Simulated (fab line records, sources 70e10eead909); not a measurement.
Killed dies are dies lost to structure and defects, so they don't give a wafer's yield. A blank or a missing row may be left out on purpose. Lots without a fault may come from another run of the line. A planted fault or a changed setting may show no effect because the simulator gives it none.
Chamber matching | flow nand_harc | NHARC_A_BLC_ETCH_17 on rie_diel-08: 4 sister chambers
The step etches the open film in N2/H2, target depth 390 nm, time 609.38 s. 4 wafers are shown with their chamber, then 7 later ones without.

WAFERS WITH THEIR CHAMBER
wafer  | chamber | showerhead_plenum_p_Torr (Torr)
L671.3 | 0       | 2.11
L671.5 | 3       | 2.09
L676.5 | 2       | 1.89
L676.6 | 1       | 1.92

WAFERS WITHOUT THEIR CHAMBER
wafer  | showerhead_plenum_p_Torr (Torr)
L678.4 | 1.92
L678.5 | 1.88
L680.1 | 2.10
L680.4 | 1.92
L686.2 | 1.92
L686.3 | 1.88
L686.4 | 2.09

WHICH CHAMBER EACH WENT THROUGH
wafer  | from the rows above     | in truth
L678.4 | 1                       | 1
L678.5 | 2                       | 2
L680.1 | can't be placed: 0 or 3 | 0
L680.4 | 1                       | 1
L686.2 | 1                       | 1
L686.3 | 2                       | 2
L686.4 | 3                       | 3
Placed correctly: 6 of 7. Can't be placed from these rows: 1 (the true chamber is among the candidates in 1). Placed wrongly: 0.
How it was worked out, from the rows above alone: a wafer's distance from a chamber is the root of the sum, over the readings, of the square of ((its reading less the chamber's mean) divided by the reading's scatter). The wafer belongs to the nearest chamber; if the next one is less than 2 further off, it can't be placed. A chamber's mean is the mean of its shown wafers. The scatter: with one shown wafer a chamber, the root of the mean of the squares of how far each hidden wafer lies from its nearest shown one.
